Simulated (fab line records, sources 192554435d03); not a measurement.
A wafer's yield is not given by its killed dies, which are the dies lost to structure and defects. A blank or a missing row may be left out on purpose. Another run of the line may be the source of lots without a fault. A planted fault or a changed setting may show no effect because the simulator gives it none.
What tool caused it? | flow n5Finfet | Sampling: 10 lots, 27 wafers, 6 of 1938 route steps

WHAT THE GAUGES READ, wafer by wafer
N5_BEOL_M2_RS_MEAS_58: measures by four-point-probe. Usual: for M2_RS the level is 0.69 ohm/sq and the standard deviation is 0.044.
lot  | measured     | on           | M2_RS (ohm/sq) | flag
L836 | day 7 03:08  | filmMetro-02 | 0.66 0.70 0.78 | 
L837 | day 7 09:18  | filmMetro-01 | 0.72 0.67      | 
L839 | day 7 12:33  | filmMetro-02 | 0.73 0.66 0.74 | 
L840 | day 7 19:25  | filmMetro-02 | 0.72 0.69 0.67 | 
L841 | day 8 04:41  | filmMetro-01 | 0.63 0.70 0.67 | 
L843 | day 8 17:07  | filmMetro-01 | 0.72 0.66      | 
L846 | day 9 07:35  | filmMetro-01 | 0.68 0.67 0.79 | 
L847 | day 9 12:07  | filmMetro-01 | 0.77 0.64 0.76 | 
L856 | day 12 02:59 | filmMetro-01 | 0.87 0.86      | OFF
L859 | day 12 15:48 | filmMetro-01 | 0.73 0.69 0.64 | 

N5_BEOL_M3_THK_MEAS_01. Usual: for M3_ILD_THK the level is 78.5 nm and the standard deviation is 1.1.
lot  | measured     | on           | M3_ILD_THK (nm) | flag
L836 | day 7 03:16  | filmMetro-02 | 78.2 77.9 76.7  | 
L837 | day 7 09:26  | filmMetro-01 | 77.7 79.8       | 
L839 | day 7 12:41  | filmMetro-02 | 76.6 80.5 79.3  | 
L840 | day 7 19:32  | filmMetro-02 | 77.6 78.7 79.1  | 
L841 | day 8 04:49  | filmMetro-02 | 77.4 78.0 78.8  | 
L843 | day 8 17:15  | filmMetro-02 | 78.3 80.0       | 
L846 | day 9 07:43  | filmMetro-02 | 77.7 78.9 77.5  | 
L847 | day 9 12:15  | filmMetro-02 | 78.2 77.9 79.4  | 
L856 | day 12 03:07 | filmMetro-01 | 77.3 79.2       | 
L859 | day 12 15:55 | filmMetro-02 | 78.0 78.8 80.2  | 

N5_BEOL_M4_RC_MEAS_101. Usual: DIBL_N 36.6 mV/V, standard deviation 2.3; DIBL_P 36.3 mV/V, standard deviation 2.8; IOFF_N 0.17 nA/um, standard deviation 0.047; IOFF_P 0.22 nA/um, standard deviation 0.048; ION_N 676 uA/um, standard deviation 14; ION_P 463 uA/um, standard deviation 9.4; SS_N 71.6 mV/dec, standard deviation 0.84; SS_P 73.4 mV/dec, standard deviation 0.85; VT_N 249 mV, standard deviation 3.7; VT_P -249 mV, standard deviation 3.6.
lot  | measured     | on        | DIBL_N (mV/V)  | DIBL_P (mV/V)  | IOFF_N (nA/um) | IOFF_P (nA/um) | ION_N (uA/um) | ION_P (uA/um) | SS_N (mV/dec)  | SS_P (mV/dec)  | VT_N (mV)   | VT_P (mV)      | flag
L836 | day 7 23:09  | prober-02 | 35.1 34.6 37.2 | 32.6 33.7 37.4 | 0.15 0.13 0.18 | 0.18 0.18 0.24 | 667 679 674   | 461 470 467   | 72.0 70.9 71.3 | 73.0 71.8 73.8 | 249 253 248 | -249 -249 -248 | 
L837 | day 8 11:25  | prober-01 | 36.9 35.2      | 36.2 33.8      | 0.16 0.14      | 0.22 0.19      | 660 671       | 461 462       | 71.9 71.6      | 73.2 72.3      | 249 254     | -249 -254      | 
L839 | day 8 15:29  | prober-01 | 40.4 39.9 40.9 | 40.0 40.6 40.4 | 0.26 0.26 0.29 | 0.29 0.30 0.29 | 687 703 703   | 462 478 477   | 72.7 72.6 72.7 | 74.0 74.3 73.8 | 244 241 242 | -246 -244 -245 | 
L840 | day 8 20:05  | prober-02 | 36.2 36.8 40.1 | 36.8 38.0 39.1 | 0.14 0.16 0.21 | 0.19 0.21 0.23 | 661 674 681   | 457 462 452   | 70.4 71.6 71.8 | 74.2 73.8 74.6 | 252 249 246 | -254 -251 -253 | 
L841 | day 9 04:26  | prober-02 | 36.7 36.6 37.7 | 35.6 36.1 37.9 | 0.17 0.17 0.21 | 0.20 0.21 0.23 | 669 667 677   | 450 458 460   | 71.4 71.7 72.2 | 73.6 72.8 74.1 | 249 250 247 | -253 -249 -251 | 
L843 | day 9 14:20  | prober-01 | 34.9 33.2      | 34.5 32.8      | 0.15 0.12      | 0.22 0.19      | 683 672       | 473 470       | 70.9 70.8      | 72.8 72.7      | 246 253     | -246 -249      | 
L846 | day 10 12:26 | prober-01 | 36.1 32.4 36.0 | 36.6 30.0 36.9 | 0.14 0.09 0.15 | 0.20 0.12 0.21 | 670 662 692   | 461 453 468   | 70.8 70.4 70.9 | 73.4 71.4 72.8 | 250 257 249 | -250 -257 -250 | 
L847 | day 10 12:43 | prober-02 | 36.1 36.9 37.1 | 35.7 35.5 34.7 | 0.15 0.17 0.17 | 0.18 0.18 0.16 | 656 689 647   | 448 466 437   | 71.1 71.6 73.2 | 72.7 73.2 72.6 | 253 248 253 | -253 -249 -255 | 
L856 | day 13 07:01 | prober-02 | 35.8 33.0      | 32.8 32.1      | 0.16 0.12      | 0.16 0.16      | 665 671       | 450 462       | 71.0 71.2      | 72.8 71.8      | 249 252     | -256 -254      | 
L859 | day 13 22:28 | prober-02 | 39.1 33.5 38.9 | 40.3 33.6 37.9 | 0.23 0.14 0.22 | 0.30 0.18 0.25 | 704 688 683   | 479 474 468   | 72.8 71.2 72.8 | 74.6 73.0 73.7 | 243 248 246 | -245 -249 -244 | 

EACH LOT AND THE TOOL THAT RAN IT (in order: tool; ch and the chambers of the sampled wafers; start)
lot  | N5_BEOL_M2_TRENCH_ETCH_37         | N5_BEOL_M2_SPUTTER_92       | N5_BEOL_M2_CO_CAP_55
L836 | rieDiel-03 ch 0,2,3, day 6 21:23  | pvdSputter-02, day 7 01:38  | cvdCo-01 ch 0,1,2, day 7 02:57
L837 | rieDiel-02 ch 0,1, day 7 05:11    | pvdSputter-03, day 7 07:49  | cvdCo-02 ch 1,2, day 7 09:07
L839 | rieDiel-02 ch 0,1, day 7 08:25    | pvdSputter-02, day 7 11:04  | cvdCo-01 ch 1,2, day 7 12:22
L840 | rieDiel-02 ch 0,2,3, day 7 13:53  | pvdSputter-02, day 7 17:55  | cvdCo-01 ch 0,1, day 7 19:14
L841 | rieDiel-02 ch 0,1,2, day 8 00:43  | pvdSputter-01, day 8 03:11  | cvdCo-02 ch 0,1,2, day 8 04:30
L843 | rieDiel-01 ch 0,1, day 8 11:38    | pvdSputter-01, day 8 15:38  | cvdCo-02 ch 1,2, day 8 16:58
L846 | rieDiel-01 ch 0,2,3, day 9 02:38  | pvdSputter-03, day 9 06:06  | cvdCo-02 ch 0,1,2, day 9 07:24
L847 | rieDiel-01 ch 0,3, day 9 07:46    | pvdSputter-01, day 9 10:35  | cvdCo-01 ch 1,2, day 9 11:55
L856 | rieDiel-01 ch 0,1, day 11 21:17   | pvdSputter-03, day 12 01:29 | cvdCo-01 ch 1,2, day 12 02:48
L859 | rieDiel-02 ch 1,2,3, day 12 11:16 | pvdSputter-01, day 12 14:19 | cvdCo-02 ch 0,1,2, day 12 15:38
- N5_BEOL_M2_TRENCH_ETCH_37: etches SiOC in C4F6/O2, target depth 55.555 nm, time 29.2 s.
- N5_BEOL_M2_SPUTTER_92: material Cu, target thk 4.5 nm, time 8.29 s.
- N5_BEOL_M2_CO_CAP_55: material Co, precursor CCTBA/H2, target thk 2 nm, time 102.1 s.

AS READ BY THE TOOLS THEMSELVES (means over the sampled wafers that have a number; for cases with no such wafer, the mark the record gives instead)
N5_BEOL_M2_TRENCH_ETCH_37. Usual: drypumpMotorCurrentA 5.7 A, standard deviation 0.39; oesProductAu 0.78 a.u., standard deviation 0.097; rfFwdPowerW 349.6 W, standard deviation 2.3; rfVppV 672 V, standard deviation 22; showerheadPlenumPTorr 2.86 Torr, standard deviation 0.12; throttleValvePct 20.87 %, standard deviation 0.28.
lot  | tool       | drypumpMotorCurrentA (A) | oesProductAu (a.u.) | rfFwdPowerW (W) | rfVppV (V) | showerheadPlenumPTorr (Torr) | throttleValvePct (%) | flag
L836 | rieDiel-03 | 5.7                      | 0.77                | 350.8           | 680        | 2.82                         | 20.85                | 
L837 | rieDiel-02 | 5.5                      | 0.69                | 346.6           | 673        | 2.68                         | 20.97                | 
L839 | rieDiel-02 | 5.3                      | 0.70                | 346.8           | 669        | 2.68                         | 20.98                | 
L840 | rieDiel-02 | 5.6                      | 0.82                | 349.4           | 665        | 2.89                         | 21.00                | 
L841 | rieDiel-02 | 5.4                      | 0.76                | 347.3           | 665        | 2.80                         | 21.00                | 
L843 | rieDiel-01 | 5.9                      | 0.72                | 349.1           | 685        | 2.88                         | 20.87                | 
L846 | rieDiel-01 | 5.6                      | 0.76                | 348.8           | 665        | 2.88                         | 20.91                | 
L847 | rieDiel-01 | 5.8                      | 0.69                | 349.3           | 694        | 2.94                         | 21.05                | 
L856 | rieDiel-01 | 5.9                      | 0.70                | 349.9           | 684        | 2.88                         | 20.89                | 
L859 | rieDiel-02 | 5.9                      | 0.85                | 349.6           | 674        | 2.98                         | 20.90                | 

N5_BEOL_M2_SPUTTER_92. Usual: throttleValvePct reads 30.1 % (standard deviation 0.9).
lot  | tool          | throttleValvePct (%) | flag
L836 | pvdSputter-02 | 30.6                 | 
L837 | pvdSputter-03 | 30.2                 | 
L839 | pvdSputter-02 | 29.9                 | 
L840 | pvdSputter-02 | 29.8                 | 
L841 | pvdSputter-01 | 29.3                 | 
L843 | pvdSputter-01 | 29.1                 | 
L846 | pvdSputter-03 | 30.8                 | 
L847 | pvdSputter-01 | 29.1                 | 
L856 | pvdSputter-03 | 30.2                 | 
L859 | pvdSputter-01 | 30.1                 | 

N5_BEOL_M2_CO_CAP_55. Usual: heaterPowerW reads 226 W (standard deviation 32).
lot  | tool     | heaterPowerW (W) | flag
L836 | cvdCo-01 | 221              | 
L837 | cvdCo-02 | 228              | 
L839 | cvdCo-01 | 205              | 
L840 | cvdCo-01 | 260              | 
L841 | cvdCo-02 | 223              | 
L843 | cvdCo-02 | 229              | 
L846 | cvdCo-02 | 227              | 
L847 | cvdCo-01 | 205              | 
L856 | cvdCo-01 | 202              | 
L859 | cvdCo-02 | 230              | 

THE ANSWER, worked out from the rows above alone
Rule: lot off if the mean of its wafers having a number is beyond 3 standard deviations from the usual mean. A lot without any number at a reading at which 4 lots or more have one is off too. All remaining lots with rows at the step are treated as sound. The gauges are gone through in route order, then the tools' own readings, and for those a lot's mean is taken as printed above. The first step at which some lot is off is used, and at that step the reading that is off furthest; a lot without a number counts as furthest.
Off: L856, at N5_BEOL_M2_RS_MEAS_58 (M2_RS).
A tool fits if, at a process step before that reading, it ran every lot that is off, and no sound lot after the first of them. The gauges at N5_BEOL_M2_RS_MEAS_58 are tried like those tools. Can't be told from this: 3 tools fit, rieDiel-01 at N5_BEOL_M2_TRENCH_ETCH_37, pvdSputter-03 at N5_BEOL_M2_SPUTTER_92, cvdCo-01 at N5_BEOL_M2_CO_CAP_55.

WHAT THE SIMULATOR PUT IN
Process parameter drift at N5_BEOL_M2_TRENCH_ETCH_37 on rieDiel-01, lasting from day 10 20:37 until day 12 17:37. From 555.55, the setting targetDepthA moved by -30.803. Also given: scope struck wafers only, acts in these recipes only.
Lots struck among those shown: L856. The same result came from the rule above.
